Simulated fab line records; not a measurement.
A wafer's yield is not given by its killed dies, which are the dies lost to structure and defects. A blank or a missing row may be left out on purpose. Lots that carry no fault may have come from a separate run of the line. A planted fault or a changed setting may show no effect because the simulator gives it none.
Matching of chambers | flow nandHarc | 4 sister chambers for NHARC_THIN_TSV_DESCUM_35 on rieDiel-07
The step chemistry O2, time 3 s. 14 wafers are shown with their chamber, then 7 later ones without.

EACH WAFER AND ITS CHAMBER
wafer  | chamber | drypumpMotorCurrentA (A) | oesProductAu (a.u.) | rfVppV (V)
L282.1 | 0       | 5.8                      | 1.003               | 57.9
L282.5 | 1       | 6.5                      | 0.991               | 56.7
L282.6 | 0       | 5.8                      | 0.998               | 58.0
L285.1 | 2       | 5.6                      | 0.983               | 57.3
L285.4 | 0       | 5.9                      | 1.016               | 58.0
L285.6 | 2       | 5.6                      | 0.988               | 57.8
L288.2 | 2       | 5.6                      | 0.999               | 57.1
L288.3 | 0       | 5.9                      | 1.013               | 57.1
L288.4 | 1       | 6.5                      | 0.990               | 56.5
L291.1 | 3       | 5.3                      | 1.012               | 58.3
L291.2 | 1       | 6.5                      | 0.978               | 58.0
L291.5 | 0       | 5.8                      | 1.016               | 58.7
L294.3 | 2       | 5.6                      | 0.996               | 58.0
L294.5 | 3       | 5.3                      | 1.004               | 58.4

SIGNATURES (averages over the wafers above)
reading              | chamber 0 | chamber 1 | chamber 2 | chamber 3 | scatter within a chamber
drypumpMotorCurrentA | 5.840     | 6.500     | 5.600     | 5.300     | 0.0346
oesProductAu         | 1.00920   | 0.98633   | 0.99150   | 1.00800   | 0.00754
rfVppV               | 57.940    | 57.067    | 57.550    | 58.350    | 0.562
Rule: for each reading, subtract the chamber's mean from the wafer's reading, divide by that reading's scatter and square the result; add these up over the readings and take the root, which gives the wafer's distance from the chamber. The wafer belongs to the nearest chamber; if the next one is less than 2 further off, it can't be placed. The scatter: take each reading less its chamber's mean, square it, sum over the shown wafers, divide by the number of wafers less the number of chambers, and take the root.

WAFERS WITH NO CHAMBER GIVEN
wafer  | drypumpMotorCurrentA (A) | oesProductAu (a.u.) | rfVppV (V)
L294.6 | 5.6                      | 1.003               | 57.2
L301.1 | 6.5                      | 0.973               | 57.1
L301.2 | 5.8                      | 0.998               | 58.3
L301.3 | 5.3                      | 1.000               | 58.2
L300.3 | 5.3                      | 0.992               | 59.5
L300.4 | 5.6                      | 0.987               | 56.8
L300.6 | 5.8                      | 0.994               | 58.0

WHICH CHAMBER EACH WENT THROUGH
wafer  | from the rows above | in truth
L294.6 | 2                   | 2
L301.1 | 1                   | 1
L301.2 | 0                   | 0
L301.3 | 3                   | 3
L300.3 | 3                   | 3
L300.4 | 2                   | 2
L300.6 | 0                   | 0
Placed correctly: 7 of 7. Left unplaced by these rows: 0. Placed wrongly: 0.
